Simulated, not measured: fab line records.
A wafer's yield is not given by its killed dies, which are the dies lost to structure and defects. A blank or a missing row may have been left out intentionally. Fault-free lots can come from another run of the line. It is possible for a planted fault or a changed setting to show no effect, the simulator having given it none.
Commonality check across tools :: flow nand harc :: Sample size 10 lots and 30 wafers

== REASON FOR OPENING ==
At NHARC_A_CHANNEL_HOLE_D1_INSPECT_40 the reading raw defect count is flagged on 2 of 10 lots. Fault-free wafers read 57, with a standard deviation of 16.
Rule: a lot gets a flag if all its wafers with a number sit over 4 standard deviations from that mean, or if no wafer of it has a number. All remaining lots are regarded as sound.

lot: L284
measured: day 9 00:17
on: defect inspect-01
raw defect count, wafer by wafer: 57 49 54
flag: 

lot: L285
measured: day 9 08:58
on: defect inspect-01
raw defect count, wafer by wafer: 64 43 45
flag: 

lot: L286
measured: day 9 09:27
on: defect inspect-01
raw defect count, wafer by wafer: 54 50 58
flag: 

lot: L293
measured: day 10 11:28
on: defect inspect-02
raw defect count, wafer by wafer: 802 804 763
flag: FLAGGED

lot: L288
measured: day 10 15:41
on: defect inspect-01
raw defect count, wafer by wafer: 767 749 747
flag: FLAGGED

lot: L292
measured: day 10 19:10
on: defect inspect-02
raw defect count, wafer by wafer: 75 51 64
flag: 

lot: L295
measured: day 11 11:48
on: defect inspect-01
raw defect count, wafer by wafer: 56 47 64
flag: 

lot: L299
measured: day 12 16:11
on: defect inspect-02
raw defect count, wafer by wafer: 58 52 58
flag: 

lot: L301
measured: day 13 00:25
on: defect inspect-01
raw defect count, wafer by wafer: 56 88 57
flag: 

lot: L306
measured: day 14 16:25
on: defect inspect-01
raw defect count, wafer by wafer: 56 51 46
flag: 
On average the flagged lots' numbers are 772, which is +715 against the usual, or +45 standard deviations.

== WHICH TOOL RAN EACH LOT ==
The record holds 4 process steps before the reading, out of a route of 1159 steps. In each cell: the tool, then ch and the chambers that the sampled wafers went through, then the start.
lot: L284
flag: 
NHARC_A_CHANNEL_HOLE_D1_ETCH_38: rie diel-07 ch 1,3, day 8 15:21
NHARC_A_CHANNEL_HOLE_D1_ETCH_16: rie diel-07 ch 0,3, day 8 19:26 or earlier
NHARC_A_CHANNEL_HOLE_D1_ETCH_22: har etch-02 ch 0,1, day 8 19:26
NHARC_A_CHANNEL_HOLE_D1_ETCH_24: har etch-02 ch 0,1, day 8 20:42

lot: L285
flag: 
NHARC_A_CHANNEL_HOLE_D1_ETCH_38: rie diel-10 ch 1,2,3, day 9 02:08
NHARC_A_CHANNEL_HOLE_D1_ETCH_16: rie diel-10 ch 1,2,3, day 9 04:06 or earlier
NHARC_A_CHANNEL_HOLE_D1_ETCH_22: har etch-02 ch 0,1, day 9 04:06
NHARC_A_CHANNEL_HOLE_D1_ETCH_24: har etch-02 ch 0,1, day 9 05:22

lot: L286
flag: 
NHARC_A_CHANNEL_HOLE_D1_ETCH_38: rie diel-07 ch 0,1,2, day 9 02:22
NHARC_A_CHANNEL_HOLE_D1_ETCH_16: rie diel-07 ch 1,2, day 9 04:19 or earlier
NHARC_A_CHANNEL_HOLE_D1_ETCH_22: har etch-01 ch 0,1, day 9 04:19
NHARC_A_CHANNEL_HOLE_D1_ETCH_24: har etch-01 ch 0,1, day 9 05:34

lot: L293
flag: FLAGGED
NHARC_A_CHANNEL_HOLE_D1_ETCH_38: rie diel-12 ch 1,3, day 10 04:39
NHARC_A_CHANNEL_HOLE_D1_ETCH_16: rie diel-12 ch 2,3, day 10 06:37 or earlier
NHARC_A_CHANNEL_HOLE_D1_ETCH_22: har etch-01 ch 0,1, day 10 06:37
NHARC_A_CHANNEL_HOLE_D1_ETCH_24: har etch-01 ch 0,1, day 10 07:53

lot: L288
flag: FLAGGED
NHARC_A_CHANNEL_HOLE_D1_ETCH_38: rie diel-07 ch 1,3, day 10 05:20
NHARC_A_CHANNEL_HOLE_D1_ETCH_16: rie diel-07 ch 0,1, day 10 10:46 or earlier
NHARC_A_CHANNEL_HOLE_D1_ETCH_22: har etch-01 ch 0,1, day 10 10:46
NHARC_A_CHANNEL_HOLE_D1_ETCH_24: har etch-01 ch 0,1, day 10 12:03

lot: L292
flag: 
NHARC_A_CHANNEL_HOLE_D1_ETCH_38: rie diel-12 ch 1,2, day 10 07:07
NHARC_A_CHANNEL_HOLE_D1_ETCH_16: rie diel-12 ch 0,2, day 10 14:25 or earlier
NHARC_A_CHANNEL_HOLE_D1_ETCH_22: har etch-02 ch 0,1, day 10 14:25
NHARC_A_CHANNEL_HOLE_D1_ETCH_24: har etch-02 ch 0,1, day 10 15:43

lot: L295
flag: 
NHARC_A_CHANNEL_HOLE_D1_ETCH_38: rie diel-12 ch 0,2,3, day 11 05:00
NHARC_A_CHANNEL_HOLE_D1_ETCH_16: rie diel-12 ch 0,1,2, day 11 06:58 or earlier
NHARC_A_CHANNEL_HOLE_D1_ETCH_22: har etch-02 ch 0,1, day 11 06:58
NHARC_A_CHANNEL_HOLE_D1_ETCH_24: har etch-02 ch 0,1, day 11 08:13

lot: L299
flag: 
NHARC_A_CHANNEL_HOLE_D1_ETCH_38: rie diel-10 ch 0,2,3, day 12 09:15
NHARC_A_CHANNEL_HOLE_D1_ETCH_16: rie diel-10 ch 0,2, day 12 11:22 or earlier
NHARC_A_CHANNEL_HOLE_D1_ETCH_22: har etch-02 ch 1, day 12 11:22
NHARC_A_CHANNEL_HOLE_D1_ETCH_24: har etch-02 ch 1, day 12 12:37

lot: L301
flag: 
NHARC_A_CHANNEL_HOLE_D1_ETCH_38: rie diel-10 ch 1,2,3, day 12 17:38
NHARC_A_CHANNEL_HOLE_D1_ETCH_16: rie diel-10 ch 0,2,3, day 12 19:35 or earlier
NHARC_A_CHANNEL_HOLE_D1_ETCH_22: har etch-02 ch 0,1, day 12 19:35
NHARC_A_CHANNEL_HOLE_D1_ETCH_24: har etch-02 ch 0,1, day 12 20:51

lot: L306
flag: 
NHARC_A_CHANNEL_HOLE_D1_ETCH_38: rie diel-12 ch 0,1,3, day 14 01:16
NHARC_A_CHANNEL_HOLE_D1_ETCH_16: rie diel-12 ch 1,2, day 14 11:33 or earlier
NHARC_A_CHANNEL_HOLE_D1_ETCH_22: har etch-02 ch 0,1, day 14 11:33
NHARC_A_CHANNEL_HOLE_D1_ETCH_24: har etch-02 ch 0,1, day 14 12:50
What is done by these steps:
- NHARC_A_CHANNEL_HOLE_D1_ETCH_38: etches the open film in CF4, target depth 39 nm, time 65 s.
- NHARC_A_CHANNEL_HOLE_D1_ETCH_16: etches the open film in O2/COS, target depth 3100 nm, time 806 s.
- NHARC_A_CHANNEL_HOLE_D1_ETCH_22: etches the open film in C4F8/O2/Ar, time 666.7 s, target depth 1600 nm.
- NHARC_A_CHANNEL_HOLE_D1_ETCH_24: etches the open film in C4F8/O2/Ar, time 906.2 s, target depth 1500 nm.
- NHARC_A_CHANNEL_HOLE_D1_INSPECT_40

== FLAGGED AGAINST TOTAL, ONE TOOL AT A TIME (gauges that did the reading follow at the end) ==
step: NHARC_A_CHANNEL_HOLE_D1_ETCH_38
tool: rie diel-07
lots run: 3
flagged: 1
share of the flagged lots: some
sound lots run after its first flagged lot: 0

step: NHARC_A_CHANNEL_HOLE_D1_ETCH_38
tool: rie diel-10
lots run: 3
flagged: 0
share of the flagged lots: none
sound lots run after its first flagged lot: -

step: NHARC_A_CHANNEL_HOLE_D1_ETCH_38
tool: rie diel-12
lots run: 4
flagged: 1
share of the flagged lots: some
sound lots run after its first flagged lot: 3 (L292,L295,L306)

step: NHARC_A_CHANNEL_HOLE_D1_ETCH_16
tool: rie diel-07
lots run: 3
flagged: 1
share of the flagged lots: some
sound lots run after its first flagged lot: 0

step: NHARC_A_CHANNEL_HOLE_D1_ETCH_16
tool: rie diel-10
lots run: 3
flagged: 0
share of the flagged lots: none
sound lots run after its first flagged lot: -

step: NHARC_A_CHANNEL_HOLE_D1_ETCH_16
tool: rie diel-12
lots run: 4
flagged: 1
share of the flagged lots: some
sound lots run after its first flagged lot: 3 (L292,L295,L306)

step: NHARC_A_CHANNEL_HOLE_D1_ETCH_22
tool: har etch-01
lots run: 3
flagged: 2
share of the flagged lots: all
sound lots run after its first flagged lot: 0

step: NHARC_A_CHANNEL_HOLE_D1_ETCH_22
tool: har etch-02
lots run: 7
flagged: 0
share of the flagged lots: none
sound lots run after its first flagged lot: -

step: NHARC_A_CHANNEL_HOLE_D1_ETCH_24
tool: har etch-01
lots run: 3
flagged: 2
share of the flagged lots: all
sound lots run after its first flagged lot: 0

step: NHARC_A_CHANNEL_HOLE_D1_ETCH_24
tool: har etch-02
lots run: 7
flagged: 0
share of the flagged lots: none
sound lots run after its first flagged lot: -

step: NHARC_A_CHANNEL_HOLE_D1_INSPECT_40
tool: defect inspect-01
lots run: 7
flagged: 1
share of the flagged lots: some
sound lots run after its first flagged lot: 3 (L295,L301,L306)

step: NHARC_A_CHANNEL_HOLE_D1_INSPECT_40
tool: defect inspect-02
lots run: 3
flagged: 1
share of the flagged lots: some
sound lots run after its first flagged lot: 2 (L292,L299)
With no start given for some of its lots, NHARC_A_CHANNEL_HOLE_D1_ETCH_16 uses the hours and lot order of NHARC_A_CHANNEL_HOLE_D1_ETCH_22.

== THE TABLE: WHAT IT ALLOWS ==
2 rows of the table ran every flagged lot: har etch-01 at NHARC_A_CHANNEL_HOLE_D1_ETCH_22, har etch-01 at NHARC_A_CHANNEL_HOLE_D1_ETCH_24.
- har etch-01 at NHARC_A_CHANNEL_HOLE_D1_ETCH_22: 2 of its 3 lots flagged. Last sound lot L286 at day 9 04:19, first flagged lot L293 at day 10 06:37; a fault beginning in between fits.
- har etch-01 at NHARC_A_CHANNEL_HOLE_D1_ETCH_24: 2 of its 3 lots flagged. Last sound lot L286 at day 9 05:34, first flagged lot L293 at day 10 07:53; a fault beginning in between fits.
Left over: one tool, har etch-01 at NHARC_A_CHANNEL_HOLE_D1_ETCH_22 and NHARC_A_CHANNEL_HOLE_D1_ETCH_24.

== WHAT THE SIMULATOR PUT IN ==
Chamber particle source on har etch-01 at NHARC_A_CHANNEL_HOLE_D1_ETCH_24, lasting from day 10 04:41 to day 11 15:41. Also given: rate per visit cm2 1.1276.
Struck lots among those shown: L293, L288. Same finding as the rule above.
